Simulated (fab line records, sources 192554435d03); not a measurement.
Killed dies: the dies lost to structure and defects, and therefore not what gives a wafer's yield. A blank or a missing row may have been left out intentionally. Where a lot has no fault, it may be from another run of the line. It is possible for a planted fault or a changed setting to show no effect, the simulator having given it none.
fab line records | flow n5Finfet
record lots=7 wafers=18 lastDay=19
route steps=1938 shown BEOL_M3@969 BEOL_M4@1111 PASSIVATION@1936
lots that met no fault: from a run of the same line without faults
startH: start of the lot's first displayed wafer, in hours after the record's first day | waitH: hours elapsed since this lot's preceding step | " repeats the value in the row above | L1.1+2: one row covering several wafers at once | - value missing, or start not given | * or withheld: withheld | < > ~ a bound
route shown NAME@n: NAME is a module with steps in the file, n the number in the route of the first one | usual: mean/standard deviation taken from wafers without a fault | same: alike in all rows | chamber/n: place in a boat | sites: per-site readings | _std_site: how widely they spread, as a standard deviation | _edge_site: mean of outer sites minus mean of inner sites | radiusMm: for every site, how far away it sits from the centre of the wafer | mask NAME#n: copy n | behind: tool/chamber where the wafer was last shaped | hold: cause of the lot's hold/its duration in hours/its outcome | device: which transistor (n, p or np) failed to switch | end of line: the tests these same wafers got at the end of their route | a step without rows: its recipe alone | killed: not the wafer's yield, but the dies lost to structure and defects at the first sort | map: the dies of a wafer, with x for killed, . for not killed, _ for no die there
set.NAME: the run value of the setting; set.NAME@STEP: its run value at that earlier step | model.NAME: the simulator's own value behind a step, which no gauge read
lots seen at some steps along the route; tables by step, rows by wafer
services: from which hour (startH, from the record's first day; less than 0 if before it) a tool's chamber was out of use, for how many hours, and why
## steps
# step N5_BEOL_M3_DESCUM_33
# recipe chemistry=O2 timeS=7 sourcePowerW=50 biasPowerW=20 pressureMtorr=20 rfFrequencyHz=2.712e+07 tempC=40 resist=CAR-EUV o2FlowSccm=225
# usual drypumpMotorCurrentA=5.5/0.35 oesProductAu=0.75/0.084 rfVppV=242.7/1.3 showerheadPlenumPTorr=2.07/0.074 throttleValvePct=20.49/0.24
# columns lot.wafer tool chamber startH waitH drypumpMotorCurrentA oesProductAu rfHoursCounterH rfVppV showerheadPlenumPTorr throttleValvePct
L877.3 rieDiel-06 3 164.53 0.2 5.4 0.74 171 242.1 2.02 20.93
L877.4 " 1 " " 5.7 0.74 198 242.4 1.99 20.35
L877.5 " 1 " " 5.7 0.73 - 241.4 1.99 20.34
L883.3 rieDiel-02 3 203.86 0.2 5.7 0.72 228 242.7 2.06 20.72
L883.4 " 2 " " 5.5 0.71 241 243.6 2.06 20.31
L883.5 " 0 " " 5.4 0.98 - 244.8 2.13 20.21
L888.1 rieDiel-04 0 269.03 0.2 5.8 0.90 38 242.3 2.07 20.30
L888.3 " 2 " " 5.2 0.71 185 244.0 2.18 20.59
L888.6 " 2 " " 5.3 0.71 - 245.3 2.18 20.60
L895.2 rieDiel-04 0 289.19 0.0 5.8 0.89 47 242.8 2.06 20.33
L895.5 " 1 " " 6.3 0.98 - 244.5 2.24 20.20
L896.2 rieDiel-04 0 290.17 0.0 5.8 0.89 47 242.0 2.06 20.33
L896.5 " 2 " " 5.2 0.70 - 243.6 2.18 20.61
L898.4 rieDiel-06 1 293.81 0.0 5.7 0.71 228 242.1 1.98 20.36
L898.6 " 0 " " 4.9 0.83 - 242.4 2.05 20.32
L899.2 rieDiel-06 2 300.71 0.1 5.2 0.68 241 243.3 2.16 20.54
L899.3 " 1 " " 5.7 0.71 231 241.8 1.98 20.37
L899.4 " 0 " " 4.9 0.83 57 241.0 2.05 20.32
# step N5_BEOL_M3_ETCH_77
# recipe chemistry=N2/H2 target=underlayer targetDepthA=65 maskMaterial=CAR-EUV timeS=5.2 ionEnergyEv=200 pressureMtorr=30 sourceW=840 biasW=150 n2FlowSccm=200 h2FlowSccm=200 ends=cleared
# step N5_BEOL_M3_ETCH_69
# recipe chemistry=CF4 target=SiARC targetDepthA=156 maskMaterial=CAR-EUV timeS=26 ionEnergyEv=80 pressureMtorr=40 sourceW=545 biasW=36 Ar_flow_sccm=100 cf4FlowSccm=100 ends=cleared
# step N5_BEOL_M3_ALD_98
# recipe material=SiO2 targetThkA=25 tempC=100 aldPrecursorFamily=BDEAS aldCoReactant=O2-plasma pulseTimeS=1 coReactantPulseTimeS=1 purgeTimeS=2 coReactantPurgeTimeS=2 aldCycles=17 pressureTorr=2
# usual heaterPowerW=78/7.1 precursorPulseHeightRel=1.000/0.02
# columns lot.wafer tool chamber startH waitH heaterPowerW precursorPulseHeightRel sinceWetCleanH
L877.3 aldSin-02 3 165.27 0.7 88 1.015 355
L877.4 " 2 " " 70 1.019 355
L877.5 " 2 " " 67 1.019 -
L883.3 aldSin-01 3 204.36 0.4 69 1.001 105
L883.4 " 1 " " 89 1.008 105
L883.5 " 1 " " 88 1.005 -
L888.1 aldSin-01 2 269.64 0.5 81 0.989 170
L888.3 " 3 " " 69 0.984 170
L888.6 " 1 " " 89 1.023 -
L895.2 aldSin-03 3 289.69 0.4 83 0.970 7
L895.5 " 0 " " 79 1.006 -
L896.2 aldSin-03 1 290.31 0.1 77 0.995 8
L896.5 " 1 " " 74 1.018 -
L898.4 aldSin-02 2 294.40 0.5 67 0.994 104
L898.6 " 0 " " 68 0.993 -
L899.2 aldSin-03 1 300.92 0.1 74 0.989 19
L899.3 " 3 " " 83 1.000 19
L899.4 " 3 " " 82 0.987 -
# step N5_BEOL_M3_ETCHBACK_99
# recipe chemistry=CHF3 target=SiO2 targetDepthA=50 timeS=10.4 sourceW=215 biasW=47 Ar_flow_sccm=200 CHF3_flow_sccm=12 ionEnergyEv=100 pressureMtorr=30
# usual CHF3_flow_sccm=12.00/0.035 biasW=46.98/0.13 drypumpMotorCurrentA=5.5/0.38 oes_ar_750_au=0.77/0.086 oesProductAu=0.77/0.09 rfVppV=241/5.2 showerheadPlenumPTorr=2.14/0.083 throttleValvePct=17.09/0.22
# columns lot.wafer tool chamber startH waitH CHF3_flow_sccm biasW drypumpMotorCurrentA oes_ar_750_au oesProductAu rfHoursCounterH rfVppV showerheadPlenumPTorr throttleValvePct
L877.3 rieDiel-02 1 182.66 17.3 11.94 47.06 6.0 0.72 0.70 182 242 2.05 16.78
L877.4 " 1 " " 11.97 47.05 6.0 0.72 0.70 - 239 2.05 16.81
L877.5 " 3 " " 12.02 46.93 5.7 0.72 0.71 - 232 2.11 17.27
L883.3 rieDiel-02 3 229.49 25.1 12.00 46.99 5.7 0.70 0.69 236 234 2.10 17.29
L883.4 " 2 " " 11.98 47.42 5.5 0.70 0.69 249 251 2.12 17.09
L883.5 " 3 " " 11.99 47.10 5.7 0.71 0.70 - 233 2.10 17.29
L888.1 rieDiel-04 0 281.01 11.3 12.04 46.85 5.8 0.90 0.89 43 232 2.11 16.83
L888.3 " 2 " " 11.96 46.93 5.2 0.72 0.71 189 245 2.24 17.26
L888.6 " 2 " " 12.00 46.92 5.2 0.73 0.71 - 247 2.24 17.24
L895.2 rieDiel-04 0 326.06 36.3 11.96 46.81 5.8 0.88 0.85 61 234 2.10 16.85
L895.5 " 0 " " 12.00 46.96 5.7 0.87 0.86 - 233 2.10 16.86
L896.2 rieDiel-04 2 326.44 36.1 11.97 46.92 5.2 0.71 0.69 208 247 2.23 17.27
L896.5 " 0 " " 12.00 47.07 5.8 0.87 0.87 - 232 2.10 16.84
L898.4 rieDiel-04 1 329.51 35.1 11.99 47.06 6.3 0.93 0.93 17 236 2.31 16.94
L898.6 " 1 " " 12.03 47.15 6.2 0.92 0.94 - 240 2.31 16.93
L899.2 rieDiel-06 0 332.47 31.5 12.04 46.76 4.9 0.80 0.80 69 246 2.09 16.86
L899.3 " 0 " " 12.01 47.21 4.9 0.80 0.80 - 245 2.09 16.86
L899.4 " 1 " " 11.99 47.08 5.6 0.71 0.71 - 242 2.05 17.18
# step N5_BEOL_M3_ETCH_70
# recipe chemistry=N2/H2 target=SOC targetDepthA=800 overetchA=160 maskMaterial=SiARC tempC=40 timeS=120 ionEnergyEv=200 pressureMtorr=30 sourceW=840 biasW=150 n2FlowSccm=200 h2FlowSccm=200
# usual biasW=150.0/0.45 drypumpMotorCurrentA=5.5/0.38 h2FlowSccm=200.0/0.55 oesProductAu=0.59/0.064 rfVppV=523.2/2.7 showerheadPlenumPTorr=2.52/0.1 throttleValvePct=17.85/0.23
# columns lot.wafer tool chamber startH waitH biasW drypumpMotorCurrentA h2FlowSccm oesProductAu rfHoursCounterH rfVppV showerheadPlenumPTorr throttleValvePct
L877.3 rieDiel-02 1 182.69 0.0 150.2 6.0 199.6 0.55 182 521.1 2.43 17.62
L877.4 " 1 " " 149.9 6.1 200.1 0.56 - 520.4 2.43 17.64
L877.5 " 3 " " 149.9 5.7 199.6 0.55 - 523.6 2.51 18.14
L883.3 rieDiel-02 3 229.53 0.0 149.9 5.7 199.8 0.54 236 523.8 2.50 18.18
L883.4 " 2 " " 150.6 5.5 199.7 0.54 249 522.9 2.50 17.82
L883.5 " 3 " " 149.6 5.7 200.2 0.54 - 524.6 2.50 18.18
L888.1 rieDiel-04 0 281.05 0.0 150.3 5.8 199.9 0.68 43 522.5 2.49 17.59
L888.3 " 2 " " 149.6 5.3 200.2 0.55 189 525.0 2.65 18.11
L888.6 " 2 " " 149.7 5.3 198.9 0.55 - 524.1 2.65 18.10
L895.2 rieDiel-04 0 326.09 0.0 150.0 5.8 199.1 0.66 61 522.3 2.49 17.61
L895.5 " 0 " " 149.7 5.8 198.9 0.65 - 523.1 2.49 17.61
L896.2 rieDiel-04 2 326.48 0.0 149.5 5.3 199.6 0.54 209 525.2 2.64 18.15
L896.5 " 0 " " 150.0 5.8 200.1 0.65 - 521.8 2.49 17.63
L898.4 rieDiel-04 1 329.54 0.0 150.0 6.2 200.6 0.69 18 529.0 2.71 17.74
L898.6 " 1 " " 149.3 6.3 200.3 0.70 - 528.1 2.71 17.73
L899.2 rieDiel-06 0 332.52 0.0 150.6 4.9 199.2 0.62 69 522.9 2.47 17.62
L899.3 " 0 " " 150.3 4.9 201.1 0.63 - 522.5 2.47 17.60
L899.4 " 1 " " 150.7 5.7 199.7 0.54 - 520.2 2.39 17.68
# step N5_BEOL_M3_STRIP_71
# recipe chemistry=N2/H2 tempC=40 n2FlowSccm=200 h2FlowSccm=200 rfFrequencyHz=6e+07
# step N5_BEOL_M3_STRIP_78
# recipe chemistry=N2/H2 tempC=40 n2FlowSccm=200 h2FlowSccm=200 rfFrequencyHz=6e+07
# step N5_BEOL_M3_VIA_ETCH_34
# recipe chemistry=C4F6/O2 targetDepthA=694 maskMaterial=SOC pressureMtorr=15 ionEnergyEv=250 taperDeg=4 timeS=65.9 sourceW=350 biasW=170 Ar_flow_sccm=300 C4F6_flow_sccm=10 O2_flow_sccm=10
# usual biasW=169.9/0.55 drypumpMotorCurrentA=5.5/0.38 oes_ar_750_au=0.77/0.085 oesProductAu=0.77/0.088 rfVppV=667/13 showerheadPlenumPTorr=2.82/0.11 throttleValvePct=30.81/0.21
# columns lot.wafer tool chamber startH waitH biasW drypumpMotorCurrentA oes_ar_750_au oesProductAu rfHoursCounterH rfVppV showerheadPlenumPTorr throttleValvePct
L877.3 rieDiel-02 1 182.79 0.0 170.1 6.0 0.72 0.70 182 667 2.71 30.41
L877.4 " 1 " " 170.2 6.0 0.72 0.71 - 665 2.71 30.40
L877.5 " 3 " " 169.6 5.7 0.72 0.71 - 645 2.78 30.81
L883.3 rieDiel-02 3 229.63 0.0 170.0 5.7 0.71 0.70 236 644 2.78 30.81
L883.4 " 2 " " 170.5 5.5 0.69 0.70 249 692 2.80 30.63
L883.5 " 3 " " 169.7 5.7 0.71 0.71 - 642 2.78 30.82
L888.1 rieDiel-04 0 281.15 0.0 169.6 5.8 0.89 0.89 43 646 2.79 30.69
L888.3 " 2 " " 169.3 5.2 0.72 0.70 190 678 2.96 30.91
L888.6 " 2 " " 170.0 5.2 0.72 0.71 - 679 2.96 30.94
L895.2 rieDiel-04 0 326.19 0.0 170.1 5.8 0.87 0.85 61 645 2.78 30.70
L895.5 " 0 " " 169.4 5.8 0.87 0.85 - 645 2.78 30.70
L896.2 rieDiel-04 2 326.58 0.0 170.1 5.3 0.71 0.70 209 679 2.95 30.92
L896.5 " 0 " " 169.1 5.8 0.87 0.85 - 646 2.78 30.71
L898.4 rieDiel-04 1 329.64 0.0 169.8 6.2 0.93 0.93 18 659 3.04 30.88
L898.6 " 1 " " 169.6 6.2 0.92 0.92 - 660 3.04 30.88
L899.2 rieDiel-06 0 332.68 0.0 170.0 4.9 0.80 0.80 70 678 2.77 30.59
L899.3 " 0 " " 169.7 4.9 0.81 0.81 - 677 2.77 30.58
L899.4 " 1 " " 171.0 5.7 0.72 0.71 - 668 2.72 30.93
# step N5_BEOL_M3_STRIP_83
# recipe chemistry=C4F6/O2 resist=SiARC rfFrequencyHz=6e+07
# step N5_BEOL_M3_STRIP_36
# recipe chemistry=N2/H2 powerW=450 tempC=40 pressureMtorr=20 rfFrequencyHz=6e+07 overashFraction=0.3 biasPowerW=7 h2Frac=0.5 n2FlowSccm=200 h2FlowSccm=200
# step N5_BEOL_M3_TRENCH_ETCH_37
# recipe chemistry=C4F6/O2 targetDepthA=555.55 target=SiOC timeS=29.2 ionEnergyEv=250 pressureMtorr=30 sourceW=355 biasW=185 Ar_flow_sccm=300 C4F6_flow_sccm=10 O2_flow_sccm=10
# step N5_BEOL_M3_ETCH_41
# recipe chemistry=CH3F/O2 target=SiCN targetDepthA=299 taperDeg=2 timeS=52.5 ionEnergyEv=120 maskMaterial=TiN pressureMtorr=30 sourceW=395 biasW=75 Ar_flow_sccm=150 CH3F_flow_sccm=30 O2_flow_sccm=20
# usual biasW=75.05/0.21 drypumpMotorCurrentA=5.5/0.38 oesProductAu=0.76/0.089 rfVppV=297.0/1.7 showerheadPlenumPTorr=1.99/0.078 throttleValvePct=16.35/0.22
# columns lot.wafer tool chamber startH waitH biasW drypumpMotorCurrentA oesProductAu rfHoursCounterH rfVppV showerheadPlenumPTorr throttleValvePct model.etch.depthNm
L877.3 rieDiel-02 1 182.92 - 74.42 6.0 0.71 182 296.9 1.90 16.05 19.12
L877.4 " 1 " " 74.79 6.0 0.72 - 296.0 1.90 16.05 19.22
L877.5 " 3 " " 74.97 5.7 0.71 - 297.4 1.96 16.54 19.57
L883.3 rieDiel-02 3 229.76 - 74.98 5.7 0.69 236 296.7 1.96 16.57 19.59
L883.4 " 2 " " 74.71 5.5 0.70 249 295.1 1.97 16.34 19.37
L883.5 " 3 " " 74.87 5.7 0.70 - 297.5 1.96 16.57 19.5
L888.1 rieDiel-04 0 281.28 - 75.29 5.8 0.89 43 297.0 1.96 16.08 20.15
L888.3 " 2 " " 75.25 5.2 0.71 190 299.1 2.09 16.52 19.23
L888.6 " 2 " " 75.42 5.2 0.71 - 297.6 2.09 16.53 19.16
L895.2 rieDiel-04 0 326.33 - 75.10 5.8 0.85 61 296.6 1.96 16.12 19.86
L895.5 " 0 " " 75.09 5.8 1.20 - 295.1 1.96 16.13 32.73
L896.2 rieDiel-04 2 326.71 - 75.25 5.2 0.69 209 299.7 2.08 16.54 18.95
L896.5 " 0 " " 75.43 5.8 1.19 - 296.3 1.96 16.14 32.15
L898.4 rieDiel-04 1 329.77 - 75.30 6.3 1.29 18 300.1 2.15 16.17 33.37
L898.6 " 1 " " 74.80 6.3 0.92 - 299.8 2.15 16.16 20.25
L899.2 rieDiel-06 0 332.87 - 75.16 4.9 0.81 70 296.2 1.95 16.12 19.44
L899.3 " 0 " " 75.25 4.9 0.81 - 298.0 1.95 16.12 19.54
L899.4 " 1 " " 74.81 5.7 0.71 - 294.0 1.90 16.43 20.23
# step N5_BEOL_M3_STRIP_97
# recipe chemistry=N2/H2 timeS=10 powerW=450 tempC=40 pressureMtorr=20 rfFrequencyHz=6e+07 biasPowerW=7 n2FlowSccm=200 h2FlowSccm=200
# step N5_BEOL_M4_RC_MEAS_101
# usual DIBL_N=36.0/1.7 DIBL_P=36.2/1.9 IOFF_N=0.154/0.028 IOFF_P=0.21/0.036 ION_N=675/11 ION_P=463/8.3 SS_N=71.4/0.63 SS_P=73.2/0.55 VT_N=250.2/3 VT_P=-251/3.7
# columns lot.wafer tool chamber startH waitH DIBL_N[mV/V] DIBL_P[mV/V] IOFF_N[nA/um] IOFF_P[nA/um] ION_N[uA/um] ION_P[uA/um] SS_N[mV/dec] SS_P[mV/dec] VT_N[mV] VT_P[mV]
L877.3 prober-01 0 197.75 0.3 38.6 37.1 0.169 0.22 669 460 72.1 74.1 251.6 -250
L877.4 " 0 " " 37.7 37.1 0.153 0.22 668 459 71.8 73.8 252.2 -249
L877.5 " 0 " " 38.5 38.1 0.171 0.26 667 463 71.6 74.1 250.9 -248
L883.3 prober-01 0 269.66 0.3 36.8 37.1 0.153 0.19 686 458 72.4 73.3 250.4 -256
L883.4 " 0 " " 35.6 34.6 0.127 0.16 666 453 71.8 72.2 252.1 -255
L883.5 " 0 " " 35.6 35.9 0.129 0.18 661 455 70.7 73.1 252.2 -252
L888.1 prober-02 0 300.22 0.0 38.9 38.6 0.191 0.21 674 460 72.3 73.7 249.1 -252
L888.3 " 0 " " 34.9 35.6 0.122 0.17 681 466 71.0 72.7 251.9 -255
L888.6 " 0 " " 36.5 37.4 0.148 0.20 680 464 71.5 73.0 249.4 -253
L895.2 prober-01 0 340.00 0.2 35.2 32.4 0.128 0.17 662 459 70.8 72.1 256.1 -253
L895.5 " 0 " " 35.9 36.0 0.144 0.21 660 460 71.6 73.5 253.2 -248
L896.2 prober-01 0 342.52 0.2 37.5 38.1 0.170 0.21 673 457 71.1 73.2 247.9 -251
L896.5 " 0 " " 39.3 40.3 0.205 0.25 679 462 72.0 73.2 246.4 -250
L898.4 prober-01 0 344.62 0.5 39.2 38.9 0.211 0.30 682 473 72.8 72.8 246.9 -244
L898.6 " 0 " " 36.0 34.8 0.164 0.23 686 477 71.5 73.0 248.4 -247
L899.2 prober-02 0 347.19 0.2 34.4 35.4 0.131 0.19 682 469 70.7 72.8 252.0 -249
L899.3 " 0 " " 40.2 41.1 0.244 0.28 697 463 72.4 74.3 245.3 -248
L899.4 " 0 " " 36.7 37.8 0.166 0.23 670 461 72.1 73.2 249.8 -246
# step N5_PASSIVATION_PROBE_49
# usual defectLimitedYield=90.9/1.4 killed_at_M0_to_M3=38/11 killed_at_M4_up=13/5.9 killedAtContacts=14/6.4 killedAtFrontEnd=38/11 killedAtOther=3.3/2.5 killedDies=107/16 killedOnRim=14/3.6 killedOpen=70/12 killedShort=35/7.7 sort_bin_4_leakage=0.00/0.007 sort_bin_5_function=5.3/0.94 sort_bin_6_memory=3.5/0.7 sortNPass=1073/16 sortYieldPct=90.9/1.4
# same grossDies=1180 killedAtBackSide=0 sort_bin_8_speed[%]=0
# columns lot.wafer tool chamber startH waitH defectLimitedYield[%] killed_at_M0_to_M3 killed_at_M4_up killedAtContacts killedAtFrontEnd killedAtOther killedDies killedOnRim killedOpen killedShort sort_bin_4_leakage[%] sort_bin_5_function[%] sort_bin_6_memory[%] sortNPass sortYieldPct[%]
L883.3 prober-02 - 381.90 0.1 89.4 46 22 11 43 3 125 17 93 30 0 6.2 3.8 1055 89.4
L883.4 prober-02 - 381.95 0.2 90.6 34 24 8 41 4 111 15 72 38 0 6.0 3.0 1069 90.6
L883.5 prober-02 - 382.00 0.2 93.0 28 17 13 25 0 83 15 61 21 0 4.5 2.4 1097 93.0
L895.2 prober-01 - 459.15 0.1 92.9 22 17 12 31 2 84 14 56 25 0 4.1 3.0 1096 92.9
L898.4 prober-01 - 464.06 0.2 87.3 49 27 25 43 6 150 16 101 48 0 6.9 5.4 1030 87.3
L898.6 prober-01 - 464.16 0.3 90.3 47 12 18 38 0 115 14 79 36 0 6.0 3.1 1065 90.3
L896.2 prober-01 - 464.26 0.1 92.4 27 6 15 35 7 90 9 55 34 0 5.4 2.1 1090 92.4
# killed by level:class
L883.3 BEOL_M3:geometricParticle:open=16 STI_FIN_REVEAL:geometricParticle:open=14 BEOL_M0_SAQP:geometricParticle:open=13 MOL_CONTACT_COAG:geometricParticle:open=10 BEOL_M4:geometricParticle:open=10 FIN_SAQP:geometricParticle:open=7 BEOL_M0_SAQP:geometricParticle:short=6 BEOL_M4:geometricParticle:short=5
L883.4 BEOL_M0_SAQP:geometricParticle:short=12 BEOL_M4:geometricParticle:open=12 FIN_SAQP:geometricParticle:open=9 FIN_SAQP:geometricParticle:short=8 MOL_CONTACT_COAG:geometricParticle:open=7 BEOL_M0_SAQP:geometricParticle:open=7 BEOL_M5:geometricParticle:open=6 GATE_CUT:geometricParticle:open=5
L883.5 MOL_CONTACT_COAG:geometricParticle:open=11 BEOL_M4:geometricParticle:open=9 BEOL_M0_SAQP:geometricParticle:open=7 FIN_SAQP:geometricParticle:short=6 STI_FIN_REVEAL:geometricParticle:open=6 BEOL_M1:geometricParticle:open=6 BEOL_M0_SAQP:geometricParticle:short=4 BEOL_M3:geometricParticle:open=4
L895.2 BEOL_M4:geometricParticle:open=9 MOL_CONTACT_COAG:geometricParticle:open=8 FIN_SAQP:geometricParticle:short=7 FIN_SAQP:geometricParticle:open=7 BEOL_M0_SAQP:geometricParticle:open=5 BEOL_M0:geometricParticle:open=5 GATE_CUT:geometricParticle:short=4 MOL_CONTACT_COAG:geometricParticle:short=4
L898.4 STI_FIN_REVEAL:geometricParticle:open=19 BEOL_M4:geometricParticle:open=18 MOL_CONTACT_COAG:geometricParticle:open=16 BEOL_M0_SAQP:geometricParticle:short=13 BEOL_M2:geometricParticle:open=11 MOL_CONTACT_COAG:geometricParticle:short=8 DUMMY_GATE:geometricParticle:open=7 BEOL_M0_SAQP:geometricParticle:open=6
L898.6 STI_FIN_REVEAL:geometricParticle:open=14 MOL_CONTACT_COAG:geometricParticle:open=12 BEOL_M3:geometricParticle:open=12 BEOL_M1:geometricParticle:open=10 MOL_CONTACT_COAG:geometricParticle:short=6 BEOL_M0_SAQP:geometricParticle:open=6 BEOL_M1:geometricParticle:short=6 BEOL_M0_SAQP:geometricParticle:short=5
L896.2 STI_FIN_REVEAL:geometricParticle:open=9 BEOL_M0_SAQP:geometricParticle:short=9 FIN_SAQP:geometricParticle:open=8 MOL_CONTACT_COAG:geometricParticle:open=8 MOL_CONTACT_COAG:geometricParticle:short=7 BEOL_M2:geometricParticle:open=7 FIN_SAQP:geometricParticle:short=6 BEOL_M0_SAQP:geometricParticle:open=3
## services
# columns tool chamber startH hours kind
rieDiel-02 1 154.13 5.4 repair
rieDiel-04 3 167.41 8.7 repair
aldSin-02 - 176.75 14.0 pm
rieDiel-02 - 179.40 1.0 repair
rieDiel-06 2 189.08 10.0 repair
aldSin-03 3 193.74 3.0 repair
rieDiel-06 - 200.13 14.6 pm
aldSin-02 1 218.77 4.4 repair
rieDiel-06 2 226.76 7.4 repair
rieDiel-04 3 236.60 5.9 repair
aldSin-02 - 243.96 2.3 repair
aldSin-01 - 244.06 1.3 repair
rieDiel-02 - 257.06 72.1 repair
rieDiel-04 1 265.95 - clean
rieDiel-04 1 265.95 - consumableReplace:focusRing
rieDiel-04 1 265.95 - consumableReplace:showerhead
aldSin-03 - 268.43 14.0 pm
aldSin-01 2 276.38 17.0 repair
aldSin-01 1 292.81 2.0 repair
rieDiel-04 3 294.15 6.5 repair
aldSin-03 2 298.75 6.0 repair
aldSin-03 3 312.96 10.0 repair
rieDiel-02 - 329.20 14.6 pm
rieDiel-06 3 331.95 2.6 repair
## key
firstSign step=N5_BEOL_M3_ETCH_41 reading=oesProductAu direction=up sigmas=5.2 usual=0.76 struck=1.23
effect none on later readings
modelEffect step=N5_BEOL_M3_ETCH_41 value=etch.depthNm without=20 struck=32.75
metAt N5_BEOL_M3_ETCH_41
struckWafers L895.5,L896.5,L898.4
onsetBetween 281.28 326.33
fault kind=processParameterDrift tool=rieDiel-04 chamber=- onsetH=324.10 steps=N5_BEOL_M3_ETCH_41 channel=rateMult offset=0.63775 shape=step endH=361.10 scope=struckWafersOnly
